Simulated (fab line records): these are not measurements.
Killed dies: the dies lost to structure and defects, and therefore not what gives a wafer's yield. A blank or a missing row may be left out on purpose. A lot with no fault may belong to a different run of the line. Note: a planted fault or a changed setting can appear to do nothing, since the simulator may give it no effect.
Struck lot and sound lot, side by side	flow nand_harc	39 steps out of a route of 1159
Sound: these wafers, L868.1, L868.3, L868.4. Struck: wafers L878.2, L878.5, L878.6. At the end, the cause is stated.
Per side, at each step with rows, come the tool, then ch with its chambers, and then its first start. Under that, the readings that differ: sound wafers	struck wafers	difference of the means	sigmas: that difference in standard deviations of wafers without a fault.
alike: words and numbers the same on both sides, and readings whose means are apart by under 2 such deviations; not compared: readings that were withheld, readings missing a value for some wafer, numbers with overlapping values and no deviation given by the record, and bounds like >300 which may hide the same value.
Wherever a step has rows on one side only, a row that says differs or no value, or a row with sigmas, the two part there. Numbers that don't overlap but have no deviation are shown without sigmas and don't part them. A reading missing from all wafers of one side parts the sides only when that side holds two or more wafers.

first, 5 steps without rows for these wafers: NHARC_A_STAIRCASE_HARDBAKE_185 (time 140 s); NHARC_A_STAIRCASE_DESCUM_186 (chemistry O2, time 3 s); NHARC_A_STAIRCASE_TRIM_187 (chemistry O2, time 211.2 s); NHARC_A_STAIRCASE_ETCH_188 (etches the open film in C4F8/O2, target depth 100 nm, time 40.5 s); NHARC_A_STAIRCASE_TRIM_189 (chemistry O2, time 211.2 s).
NHARC_A_STAIRCASE_ETCH_190: etches the open film in C4F8/O2, target depth 100 nm, time 40.5 s.
  sound: rie_diel-03 ch 0,1,2; struck: rie_diel-02 ch 0,1,3
  alike: oes_product_au, rf_vpp_V
  not compared: rf_hours_counter_h
then, 1 step without rows for these wafers: NHARC_A_STAIRCASE_TRIM_191 (chemistry O2, time 211.2 s).
NHARC_A_STAIRCASE_ETCH_192: etches the open film in C4F8/O2, target depth 100 nm, time 40.5 s.
  sound: rie_diel-03 ch 0,1,2; struck: rie_diel-02 ch 1,2,3
  alike: oes_product_au, rf_vpp_V
  not compared: rf_hours_counter_h
NHARC_A_STAIRCASE_TRIM_193: chemistry O2, time 211.2 s.
  sound: rie_diel-03 ch 1,2,3; struck: rie_diel-02 ch 0,3
  alike: drypump_motor_current_A, o2_flow_sccm, oes_product_au, rf_vpp_V, showerhead_plenum_p_Torr, throttle_valve_pct
  not compared: rf_hours_counter_h
then, 1 step without rows for these wafers: NHARC_A_STAIRCASE_ETCH_194 (etches the open film in C4F8/O2, target depth 100 nm, time 40.5 s).
NHARC_A_STAIRCASE_TRIM_196: chemistry O2, time 211.2 s.
  sound on rie_diel-02 ch 0,1,3, day 11 14:47; struck on rie_diel-02 ch 1,2,3, day 14 15:36
  alike: drypump_motor_current_A, o2_flow_sccm, oes_product_au, rf_vpp_V, showerhead_plenum_p_Torr, throttle_valve_pct
  not compared: rf_hours_counter_h
then, 20 steps without rows for these wafers: NHARC_A_STAIRCASE_ETCH_197 (etches the open film in C4F8/O2, target depth 100 nm, time 40.5 s); NHARC_A_STAIRCASE_TRIM_198 (chemistry O2, time 211.2 s); NHARC_A_STAIRCASE_ETCH_199 (etches the open film in C4F8/O2, target depth 100 nm, time 40.5 s); NHARC_A_STAIRCASE_TRIM_200 (chemistry O2, time 211.2 s); NHARC_A_STAIRCASE_ETCH_201 (etches the open film in C4F8/O2, target depth 100 nm, time 40.5 s); NHARC_A_STAIRCASE_TRIM_202 (chemistry O2, time 211.2 s); NHARC_A_STAIRCASE_ETCH_203 (etches the open film in C4F8/O2, target depth 100 nm, time 40.5 s); NHARC_A_STAIRCASE_STRIP_205 (strips in O2); NHARC_A_STAIRCASE_STRIP_206 (strips in SPM, time 900 s); NHARC_A_STAIRCASE_PRECLEAN_207 (cleans in SC1); NHARC_A_STAIRCASE_SRD_208; NHARC_A_STAIRCASE_DEHYDRATE_209 (time 120 s); NHARC_A_STAIRCASE_HMDS_210 (time 30 s); NHARC_A_STAIRCASE_COAT_211; NHARC_A_STAIRCASE_SOFTBAKE_212 (time 170 s); NHARC_A_STAIRCASE_EBR_213; NHARC_A_STAIRCASE_EXPOSE_214 (exposes mask STAIR 3); NHARC_A_STAIRCASE_PEB_215 (peb time 130 s); NHARC_A_STAIRCASE_DEVELOP_216 (time 140 s); NHARC_A_STAIRCASE_HARDBAKE_218 (time 140 s).
NHARC_A_STAIRCASE_DESCUM_219: chemistry O2, time 3 s.
  sound on rie_diel-03 ch 0,1,2, day 11 17:25; struck on rie_diel-11 ch 0,1,3, day 14 18:28
  alike: drypump_motor_current_A, o2_flow_sccm, oes_product_au, rf_vpp_V, showerhead_plenum_p_Torr, throttle_valve_pct
  not compared: rf_hours_counter_h
then, 5 steps without rows for these wafers: NHARC_A_STAIRCASE_TRIM_220 (chemistry O2, time 211.2 s); NHARC_A_STAIRCASE_ETCH_221 (etches the open film in C4F8/O2, target depth 100 nm, time 40.5 s); NHARC_A_STAIRCASE_TRIM_222 (chemistry O2, time 211.2 s); NHARC_A_STAIRCASE_ETCH_223 (etches the open film in C4F8/O2, target depth 100 nm, time 40.5 s); NHARC_A_STAIRCASE_TRIM_224 (chemistry O2, time 211.2 s).
NHARC_A_STAIRCASE_ETCH_225: etches the open film in C4F8/O2, target depth 100 nm, time 40.5 s.
  sound: rie_diel-03 ch 1,2,3; struck: rie_diel-11 ch 0,1,2
  alike: oes_product_au, rf_vpp_V
  not compared: rf_hours_counter_h
-- record jumps: 8 days between struck wafers' starts before vs after; left off in module A_STAIRCASE, resumes in module END, first step shown is number 1159 of the route --
NHARC_END_SORT_01:
  the record has rows for the struck wafers here (prober-01 ch 0, day 23 03:29) and none for the sound ones

WHERE THEY PART
Only at NHARC_END_SORT_01, as far as this record shows.

WHY: whatever the simulator had introduced
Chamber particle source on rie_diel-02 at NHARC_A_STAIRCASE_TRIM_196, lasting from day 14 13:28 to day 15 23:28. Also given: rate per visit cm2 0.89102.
